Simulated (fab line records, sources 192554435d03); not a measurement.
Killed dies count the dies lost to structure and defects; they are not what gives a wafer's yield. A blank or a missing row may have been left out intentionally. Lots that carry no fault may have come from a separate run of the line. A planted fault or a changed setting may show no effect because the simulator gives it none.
Comparing a struck lot with a sound one ; flow n5-finfet ; 15 out of 1938 route steps
Sound: the wafers L213.3, L213.5, L213.6. Wafers struck: L226.3, L226.6. Last of all comes the cause.
Per side, at each step with rows, come the tool, then ch with its chambers, and then its first start. Under that, the readings that differ: sound wafers ; struck wafers ; difference of the means ; sigmas: that difference in standard deviations of wafers without a fault.
alike: a reading whose means differ by less than 2 such deviations, as well as words and numbers matching on both sides. not compared: withheld readings; readings where some wafer has no value; bounds like >300 that might hide an equal value; numbers whose values overlap and for which the record gives no deviation.
Wherever a step has rows on one side only, a row that says differs or no value, or a row with sigmas, the two part there. Non-overlapping numbers with no deviation appear without sigmas and do not part them. Lack of a reading on every wafer of one side parts them only where that side has two or more wafers.

N5_FIN_CUT_PRECLEAN_35: cleans in vHF, time 13.3 s.
  sound on vapor-etch-02 ch 0,1, day 4 09:48; struck on vapor-etch-01 ch 0, day 7 16:09
  alike: drypump-motor-current-A
N5_FIN_CUT_CUT_ETCH_15: etches Si in HBr/Cl2/O2, target depth 100 nm, bt time 10 s, time 42.4 s.
  sound on rie-si-04 ch 0,1,2, day 4 09:52; struck on rie-si-03 ch 0,3, day 7 16:13
  alike: drypump-motor-current-A, oes-product-au, throttle-valve-pct
  not compared: rf-hours-counter-h
N5_FIN_CUT_CUT_ETCH_28: etches Si in HBr/Cl2/O2, target depth 6 nm, time 2.4 s.
  sound on rie-si-04 ch 0,1,2, day 4 09:55; struck on rie-si-03 ch 0,3, day 7 16:16
  alike: drypump-motor-current-A, oes-product-au, throttle-valve-pct
  not compared: rf-hours-counter-h
then, 4 steps without rows for these wafers: N5_FIN_CUT_STRIP_22 (strips in N2/H2); N5_FIN_CUT_PRECLEAN_36 (cleans in O3/DIW, time 60 s); N5_FIN_CUT_SRD_32 (time 30 s); N5_FIN_CUT_UV_OZONE_34 (time 120 s).
N5_FIN_CUT_INSPECT_17: inspects for defects (brightfield).
  sound on defect-inspect-02, day 4 10:09; struck on defect-inspect-01, day 7 16:29
  alike: raw-defect-count
N5_STI_FIN_REVEAL_ALD_00: deposits SiO2, target thk 1 nm, pulse time 1 s.
  sound on ald-sin-04 ch 1,2, day 4 10:14; struck on ald-sin-04 ch 3, day 7 16:48
  alike: heater-power-w, precursor-pulse-height-rel
N5_STI_FIN_REVEAL_ALD_14: deposits Si3N4, target thk 3 nm.
  sound on ald-sin-04 ch 1,2, day 4 10:17; struck on ald-sin-04 ch 3, day 7 16:51
  alike: heater-power-w
then, 2 steps without rows for these wafers: N5_STI_FIN_REVEAL_FCVD_FILL_01 (material SiO2 flowable, target thk 312 nm, time 512.2 s); N5_STI_FIN_REVEAL_DENSIFY_02 (time 1800 s).
N5_STI_FIN_REVEAL_CMP_04: polishes, stops on Si3N4, t overpolish 4 s, target thk 131.83 nm.
  sound on cmp-01 ch 1,2,3, day 4 15:23; struck on cmp-02 ch 2,3, day 7 21:56
reading;sound;struck;difference;sigmas
time-to-endpoint-s (s);101 103 103;231 226;+126;+25
  alike: motor-current-A, overpolish-run-s, retaining-ring-pressure-frac
N5_STI_FIN_REVEAL_THK_MEAS_05:
  sound on film-metro-01, day 4 15:37; struck on film-metro-01, day 7 22:11
reading;sound;struck;difference;sigmas
thk-nm (nm);131.5 131.5 131.3;134.1 134.4;+2.8;+3
-- here the record skips 7 days between the struck wafers' starts before and after, leaving off in module STI_FIN_REVEAL and picking up in module BEOL_M4 (first step shown: number 1111 of the route) --
N5_BEOL_M4_RC_MEAS_101:
  sound on prober-01 ch 0, day 9 17:13; struck on prober-02 ch 0, day 14 12:53
reading;sound;struck;difference;sigmas
ION_P (uA/um);451 447 451;462 478;+20;+2
  alike: DIBL_N, DIBL_P, IOFF_N, IOFF_P, ION_N, SS_N, SS_P, VT_N, VT_P

WHERE THEY PART
Last at N5_BEOL_M4_RC_MEAS_101 as far as this record goes, first at N5_STI_FIN_REVEAL_CMP_04.

WHY: whatever the simulator had introduced
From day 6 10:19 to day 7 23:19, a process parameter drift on cmp-02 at N5_STI_FIN_REVEAL_CMP_04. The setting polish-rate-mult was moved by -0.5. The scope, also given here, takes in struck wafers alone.
